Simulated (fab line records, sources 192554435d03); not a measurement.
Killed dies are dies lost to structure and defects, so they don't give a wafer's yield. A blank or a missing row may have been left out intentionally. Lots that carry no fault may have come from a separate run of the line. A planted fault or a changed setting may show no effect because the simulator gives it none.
Split-lot study | flow n5-finfet | 39 wafers read across 7 lots, on a route 1938 steps long

THE SPLIT ITSELF
At N5_BEOL_M9_CVD_78 (deposits Co from CCTBA/H2, target thk 2 nm, time 138.9 s), the setting target-thk-a was moved away from the recipe's 20 angstrom on 12 of the 39 wafers read, by -46.7% to +48.5%. For the rest of the wafers, this setting stayed at what the recipe calls for.

The split's own step is where the reading is taken.

THE READING
Co_of_BEOL_M9_CVD_78.thk-nm (the simulator's own value, which no gauge read), in nm, at N5_BEOL_M9_CVD_78 (deposits Co from CCTBA/H2, target thk 2 nm, time 138.9 s). There is no usual value for it anywhere in the file. Average 1.9 nm, standard deviation 0.1 nm, over the 27 wafers here run with the recipe.

wafer  | tool, chamber at the split | target-thk-a as run, angstrom | against the recipe | Co_of_BEOL_M9_CVD_78.thk-nm, nm | against lot-mates on the recipe
L077.1 | cvd-co-01, 1,0             | 20                            | recipe             | 2                               | -
L077.2 | cvd-co-01, 1,0             | 20                            | recipe             | 2                               | -
L077.3 | cvd-co-01, 2               | 27.55                         | +37.7%             | 2.6                             | +0.7
L077.4 | cvd-co-01, 1               | 27.55                         | +37.7%             | 3                               | +1.1
L077.5 | cvd-co-01, 2               | 20                            | recipe             | 1.8                             | -
L077.6 | cvd-co-01, 0               | 27.55                         | +37.7%             | 2.8                             | +0.9
L083.1 | cvd-co-02, 2,0,0           | 20                            | recipe             | 2                               | -
L083.2 | cvd-co-02, 2,0,0           | 20                            | recipe             | 2                               | -
L083.6 | cvd-co-02, 2,0,0           | 20                            | recipe             | 2                               | -
L083.3 | cvd-co-02, 1               | 12.35                         | -38.3%             | 1.2                             | -0.8
L083.5 | cvd-co-02, 1               | 12.35                         | -38.3%             | 1.2                             | -0.8
L083.4 | cvd-co-02, 2               | 12.35                         | -38.3%             | 1.4                             | -0.6
L086.1 | cvd-co-02, 2               | 10.66                         | -46.7%             | 1.2                             | -0.8
L086.2 | cvd-co-02, 0,2,0           | 20                            | recipe             | 2                               | -
L086.4 | cvd-co-02, 0,2,0           | 20                            | recipe             | 2                               | -
L086.6 | cvd-co-02, 0,2,0           | 20                            | recipe             | 2                               | -
L086.3 | cvd-co-02, 1               | 10.66                         | -46.7%             | 1                               | -1.0
L086.5 | cvd-co-02, 1               | 10.66                         | -46.7%             | 1                               | -1.0
L090.1 | cvd-co-02, 1,2,0,2,0       | 20                            | recipe             | 2                               | -
L090.2 | cvd-co-02, 1,2,0,2,0       | 20                            | recipe             | 2                               | -
L090.3 | cvd-co-02, 1,2,0,2,0       | 20                            | recipe             | 2                               | -
L090.5 | cvd-co-02, 1,2,0,2,0       | 20                            | recipe             | 2                               | -
L090.6 | cvd-co-02, 1,2,0,2,0       | 20                            | recipe             | 2                               | -
L090.4 | cvd-co-02, 1               | 20                            | recipe             | 1.8                             | -
L092.1 | cvd-co-01, 0               | 20                            | recipe             | 2                               | -
L092.2 | cvd-co-01, 1               | 20                            | recipe             | 1.8                             | -
L092.3 | cvd-co-01, 2               | 29.7                          | +48.5%             | 2.8                             | +0.8
L092.6 | cvd-co-01, 2               | 29.7                          | +48.5%             | 2.8                             | +0.8
L092.4 | cvd-co-01, 0               | 20                            | recipe             | 2.2                             | -
L092.5 | cvd-co-01, 1               | 29.7                          | +48.5%             | 3                               | +1.0
L094.1 | cvd-co-01, 0               | 20                            | recipe             | 2                               | -
L094.3 | cvd-co-01, 0               | 20                            | recipe             | 2                               | -
L094.5 | cvd-co-01, 0               | 20                            | recipe             | 2                               | -
L094.2 | cvd-co-01, 2               | 20                            | recipe             | 1.8                             | -
L094.4 | cvd-co-01, 2               | 20                            | recipe             | 1.8                             | -
L094.6 | cvd-co-01, 2               | 20                            | recipe             | 1.8                             | -
L096.3 | cvd-co-01, 2               | 20                            | recipe             | 1.8                             | -
L096.5 | cvd-co-01, 2               | 20                            | recipe             | 1.8                             | -
L096.4 | cvd-co-01, 0               | 20                            | recipe             | 2                               | -
If several chambers appear in one row, that row covers several wafers at once and the file leaves open which wafer was in which chamber.

THE FIT
A straight line over all 39 wafers: Co_of_BEOL_M9_CVD_78.thk-nm changes by +0.0194 nm for each +1% of target-thk-a; r = +0.97; the points scatter about the line by 0.12 nm.
The same after taking each lot's own level away (the mean of its wafers on the recipe; 39 wafers): +0.0197 nm for each +1%; r = +0.97; scatter 0.11 nm.
The reading moves by 0.96 nm for the largest change in target-thk-a, on that fit.
The span of the lots' own levels, 1.87 to 2.00 nm, comes to 1.3 times the standard deviation stated above.
So the lot-to-lot level changes the slope little: the two slopes agree.
Check: for one of the wafers moved furthest among these (+48.5%), held out of the fit, the line's prediction against its lot-mates is +0.984 nm. Against them it came out at +0.8 nm.

THE OTHER SPLITS THESE WAFERS WENT THROUGH
Other splits were also applied to these wafers ahead of the reading. Each is held against what the fit with the lots' levels taken away leaves over:
other split on the same wafers        | wafers away from the commonest value | r with Co_of_BEOL_M9_CVD_78.thk-nm (lot level and that fit taken away)
N5_BEOL_M0_SAQP_PECVD_04 time-s       | 15                                   | -0.01
N5_BEOL_M3_VIA_ETCH_34 target-depth-a | 9                                    | -0.05
N5_BEOL_M4_DEP_57 target-thk-a        | 9                                    | +0.30
N5_BEOL_M8_DESCUM_16 time-s           | 18                                   | +0.09

FILE'S OWN FIT
Co_of_BEOL_M9_CVD_78.thk-nm changes by +0.0197 nm for each +1% of target-thk-a, r = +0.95.
